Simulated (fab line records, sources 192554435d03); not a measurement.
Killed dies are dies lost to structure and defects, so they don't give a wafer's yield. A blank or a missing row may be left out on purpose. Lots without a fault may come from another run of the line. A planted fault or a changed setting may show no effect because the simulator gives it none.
Which tool did it? | flow n5_finfet | 10 lots, 27 wafers sampled, at 5 steps of a route of 1938

WHAT THE GAUGES READ, wafer by wafer
N5_BEOL_M0_INSPECT_127: inspects for defects (darkfield). Usual: raw_defect_count 68, standard deviation 24.
lot  | measured     | on                | raw_defect_count | flag
L428 | day 6 13:07  | defect_inspect-01 | 65 128 81        |
L429 | day 6 19:59  | defect_inspect-01 | 76 30 93         |
L434 | day 8 07:43  | defect_inspect-01 | 78 96 42         |
L435 | day 8 23:16  | defect_inspect-01 | 78 127           |
L438 | day 9 04:41  | defect_inspect-01 | 38 51            |
L440 | day 9 16:13  | defect_inspect-02 | 50 45            |
L442 | day 10 01:21 | defect_inspect-01 | 89 63 125        |
L444 | day 10 19:14 | defect_inspect-01 | 70 87 78         |
L447 | day 11 08:14 | defect_inspect-02 | 35 43 32         |
L448 | day 11 11:19 | defect_inspect-02 | 89 80 55         |

N5_BEOL_M1_CD_MEAS_11: target cd 17.05 nm. Usual: cd_nm 17.00 nm, standard deviation 0.25.
lot  | measured     | on        | cd_nm (nm)        | flag
L428 | day 6 15:44  | cd_sem-03 | 17.25 17.29 16.92 |
L429 | day 6 22:32  | cd_sem-01 | 16.97 16.98 17.04 |
L434 | day 8 08:56  | cd_sem-03 | 17.11 16.82 17.35 |
L435 | day 8 23:56  | cd_sem-01 | 17.43 16.57       |
L438 | day 9 05:17  | cd_sem-01 | 16.69 17.00       |
L440 | day 9 16:56  | cd_sem-01 | 16.69 17.01       |
L442 | day 10 02:46 | cd_sem-03 | 17.18 16.88 17.08 |
L444 | day 10 20:57 | cd_sem-02 | 17.17 16.80 16.21 |
L447 | day 11 10:21 | cd_sem-02 | 17.03 17.10 16.77 |
L448 | day 11 13:14 | cd_sem-02 | 16.69 17.14 17.65 |

N5_BEOL_M4_RC_MEAS_101. Usual: DIBL_N 36.3 mV/V, standard deviation 1.2; DIBL_P 36.7 mV/V, standard deviation 1.5; IOFF_N 0.164 nA/um, standard deviation 0.02; IOFF_P 0.214 nA/um, standard deviation 0.024; ION_N 673 uA/um, standard deviation 8.5; ION_P 461 uA/um, standard deviation 5.9; SS_N 71.6 mV/dec, standard deviation 0.44; SS_P 73.3 mV/dec, standard deviation 0.55; VT_N 249.4 mV, standard deviation 2.4; VT_P -250.0 mV, standard deviation 2.3.
lot  | measured     | on        | DIBL_N (mV/V)  | DIBL_P (mV/V)  | IOFF_N (nA/um)    | IOFF_P (nA/um)    | ION_N (uA/um) | ION_P (uA/um) | SS_N (mV/dec)  | SS_P (mV/dec)  | VT_N (mV)         | VT_P (mV)            | flag
L428 | day 8 04:02  | prober-02 | 36.6 36.5 37.0 | 35.3 34.2 35.8 | 0.157 0.150 0.172 | 0.211 0.201 0.227 | 666 667 672   | 463 459 464   | 71.3 72.1 71.7 | 72.8 73.1 73.0 | 249.4 252.6 248.8 | -248.3 -251.7 -248.0 |
L429 | day 9 02:45  | prober-01 | 35.1 34.0 35.6 | 36.3 34.5 37.5 | 0.140 0.123 0.162 | 0.184 0.166 0.199 | 657 662 678   | 452 454 459   | 71.0 71.6 71.6 | 72.7 72.7 73.4 | 250.2 251.7 249.5 | -253.4 -255.6 -253.3 |
L434 | day 10 09:23 | prober-02 | 34.4 36.3 35.7 | 35.5 37.5 36.6 | 0.140 0.174 0.159 | 0.198 0.229 0.215 | 668 675 668   | 457 464 458   | 71.3 71.7 71.5 | 72.5 73.4 73.4 | 252.3 248.8 250.5 | -248.4 -248.3 -249.8 |
L435 | day 10 18:01 | prober-01 | 36.1 35.7      | 37.7 37.2      | 0.172 0.164       | 0.219 0.210       | 683 677       | 464 464       | 71.6 72.1      | 73.4 73.6      | 248.2 248.6       | -248.6 -251.2        |
L438 | day 10 17:12 | prober-02 | 38.0 36.8      | 38.7 37.5      | 0.196 0.172       | 0.258 0.242       | 672 673       | 464 459       | 72.0 72.2      | 73.9 74.5      | 248.1 250.8       | -245.5 -247.8        |
L440 | day 11 14:20 | prober-02 | 37.9 38.2      | 39.0 39.6      | 0.177 0.188       | 0.217 0.213       | 671 659       | 462 452       | 71.5 72.3      | 73.3 73.2      | 249.7 244.9       | -253.4 -249.8        |
L442 | day 11 19:55 | prober-02 | 36.7 35.7 34.9 | 37.1 36.7 35.7 | 0.162 0.147 0.131 | 0.224 0.218 0.195 | 672 673 666   | 470 466 462   | 71.6 71.1 71.6 | 73.3 73.3 73.3 | 249.7 252.8 253.9 | -247.1 -246.9 -247.2 |
L444 | day 12 18:50 | prober-02 | 35.7 35.6 35.6 | 36.6 36.9 36.2 | 0.176 0.173 0.174 | 0.214 0.209 0.202 | 678 675 682   | 460 461 459   | 71.9 72.3 72.5 | 73.4 73.1 73.6 | 248.0 249.2 247.9 | -253.1 -250.9 -251.1 |
L447 | day 12 22:19 | prober-02 | 38.6 36.9 39.0 | 37.3 36.2 37.4 | 0.201 0.162 0.196 | 0.240 0.213 0.229 | 679 664 666   | 465 454 460   | 71.2 70.9 71.8 | 73.5 73.0 73.7 | 245.6 249.2 246.6 | -246.5 -248.0 -249.1 |
L448 | day 13 12:11 | prober-01 | 36.0 37.5 36.9 | 36.4 38.9 38.2 | 0.163 0.194 0.180 | 0.219 0.256 0.244 | 675 671 674   | 461 460 465   | 71.3 71.9 71.4 | 73.2 73.7 73.9 | 246.9 245.0 247.3 | -248.3 -248.7 -248.9 |

WHICH TOOL RAN EACH LOT (tool, then ch and the chambers of the sampled wafers, then the start)
lot  | N5_BEOL_M1_PECVD_72            | N5_BEOL_M1_ETCH_63
L428 | pecvd-03 ch 0,1,2, day 6 13:15 | rie_diel-06 ch 0,1, day 6 15:54
L429 | pecvd-02 ch 0,1,2, day 6 20:08 | rie_diel-05 ch 1,2, day 6 22:43
L434 | pecvd-02 ch 0,1,2, day 8 07:52 | rie_diel-06 ch 1,2,3, day 8 09:07
L435 | pecvd-03 ch 0,2, day 8 23:24   | rie_diel-06 ch 0,2, day 9 00:06
L438 | pecvd-03 ch 0,1, day 9 04:51   | rie_diel-06 ch 2,3, day 9 05:56
L440 | pecvd-03 ch 0,1, day 9 16:22   | rie_diel-06 ch 1,2, day 9 17:07
L442 | pecvd-03 ch 1,2, day 10 01:29  | rie_diel-02 ch 0,1, day 10 02:56
L444 | pecvd-02 ch 0,2, day 10 19:23  | rie_diel-02 ch 0,1,3, day 10 21:11
L447 | pecvd-01 ch 0,2, day 11 08:23  | rie_diel-05 ch 0,2,3, day 11 10:32
L448 | pecvd-01 ch 1,2, day 11 11:28  | rie_diel-02 ch 2,3, day 11 13:25
- N5_BEOL_M1_PECVD_72: deposits SiO2 from TEOS/O2, target thk 16 nm, time 18 s.
- N5_BEOL_M1_ETCH_63: etches SiARC in CF4, target depth 15.6 nm, time 26 s.

WHAT THE TOOLS THEMSELVES READ (means of the sampled wafers that have a number; where no wafer has one, the mark that the record gives instead)
N5_BEOL_M1_PECVD_72. Usual: heater_power_w 630 W, standard deviation 82; showerhead_plenum_p_Torr 8.78 Torr, standard deviation 0.057; susceptor_temp_C 399.99 C, standard deviation 0.23; throttle_valve_pct 22.1 %, standard deviation 0.82.
lot  | tool     | heater_power_w (W) | showerhead_plenum_p_Torr (Torr) | susceptor_temp_C (C) | throttle_valve_pct (%) | flag
L428 | pecvd-03 | 665                | 8.75                            | 400.05               | 21.5                   |
L429 | pecvd-02 | 663                | 8.75                            | 400.01               | 22.2                   |
L434 | pecvd-02 | 654                | 8.75                            | 399.98               | 22.2                   |
L435 | pecvd-03 | 744                | 8.77                            | 399.77               | 21.6                   |
L438 | pecvd-03 | 596                | 8.77                            | 400.00               | 21.7                   |
L440 | pecvd-03 | 622                | 8.76                            | 400.27               | 21.6                   |
L442 | pecvd-03 | 657                | 8.75                            | 399.98               | 21.5                   |
L444 | pecvd-02 | 643                | 8.71                            | 400.09               | 22.7                   |
L447 | pecvd-01 | 570                | 8.83                            | 399.93               | 22.2                   |
L448 | pecvd-01 | 525                | 8.81                            | 399.99               | 22.4                   |

N5_BEOL_M1_ETCH_63. Usual: cf4_flow_sccm 100.1 sccm, standard deviation 0.33; drypump_motor_current_A 5.8 A, standard deviation 0.5; etch_rf_on_time_s 26.0 s, standard deviation 0.44; oes_product_au 0.69 a.u., standard deviation 0.069; rf_vpp_V 184.0 V, standard deviation 1.2; showerhead_plenum_p_Torr 2.15 Torr, standard deviation 0.071; throttle_valve_pct 15.59 %, standard deviation 0.22.
lot  | tool        | cf4_flow_sccm (sccm) | drypump_motor_current_A (A) | etch_rf_on_time_s (s) | oes_product_au (a.u.) | rf_vpp_V (V) | showerhead_plenum_p_Torr (Torr) | throttle_valve_pct (%) | flag
L428 | rie_diel-06 | 99.8                 | 5.6                         | 26.1                  | 0.68                  | 184.0        | 2.10                            | 15.46                  |
L429 | rie_diel-05 | 100.2                | 5.7                         | 25.7                  | 0.65                  | 184.5        | 2.19                            | 15.81                  |
L434 | rie_diel-06 | 99.8                 | 6.2                         | 26.1                  | 0.67                  | 183.9        | 2.09                            | 15.64                  |
L435 | rie_diel-06 | 100.7                | 6.1                         | 22.8                  | 0.75                  | 182.7        | 2.16                            | 15.51                  | OFF
L438 | rie_diel-06 | 100.3                | 6.5                         | 22.8                  | 0.74                  | 183.1        | 2.11                            | 15.67                  | OFF
L440 | rie_diel-06 | 100.0                | 6.0                         | 23.2                  | 0.70                  | 182.9        | 2.09                            | 15.70                  | OFF
L442 | rie_diel-02 | 100.5                | 5.2                         | 25.6                  | 0.72                  | 184.8        | 2.25                            | 15.74                  |
L444 | rie_diel-02 | 99.9                 | 5.7                         | 26.0                  | 0.71                  | 185.0        | 2.22                            | 15.59                  |
L447 | rie_diel-05 | 100.3                | 5.6                         | 25.7                  | 0.73                  | 184.4        | 2.17                            | 15.54                  |
L448 | rie_diel-02 | 100.4                | 5.6                         | 26.3                  | 0.70                  | 182.0        | 2.11                            | 15.43                  |

THE ANSWER, worked out from the rows above alone
Rule: a lot is off if the mean of its wafers that have a number lies more than 3 standard deviations from the usual mean. A lot without any number at a reading at which 4 lots or more have one is off too. The other lots that the step has rows for count as sound. The gauges are gone through in route order, then the tools' own readings, and for those a lot's mean is taken as printed above. The first step at which some lot is off is used, and at that step the reading that is off furthest; a lot without a number counts as furthest.
Off: L435, L438, L440, at N5_BEOL_M1_ETCH_63 (etch_rf_on_time_s).
A tool fits if, at that step or a process step before it, it ran every lot that is off, and no sound lot after the first of them. One fits: rie_diel-06 at N5_BEOL_M1_ETCH_63. Its last sound lot is L434 (day 8 09:07), its first lot that is off L435 (day 9 00:06): a fault that began between those two fits.
The tool's own readings at N5_BEOL_M1_ETCH_63 bear it out: on the lots that are off they differ by more than 5 times the standard deviation of the sound lots' means. etch_rf_on_time_s reads 22.9 s there against 25.9 s on the sound lots.

WHAT THE SIMULATOR HAD PUT IN
Process parameter drift: rie_diel-06, from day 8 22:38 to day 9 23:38, at N5_BEOL_M1_ETCH_63. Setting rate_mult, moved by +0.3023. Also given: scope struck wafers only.
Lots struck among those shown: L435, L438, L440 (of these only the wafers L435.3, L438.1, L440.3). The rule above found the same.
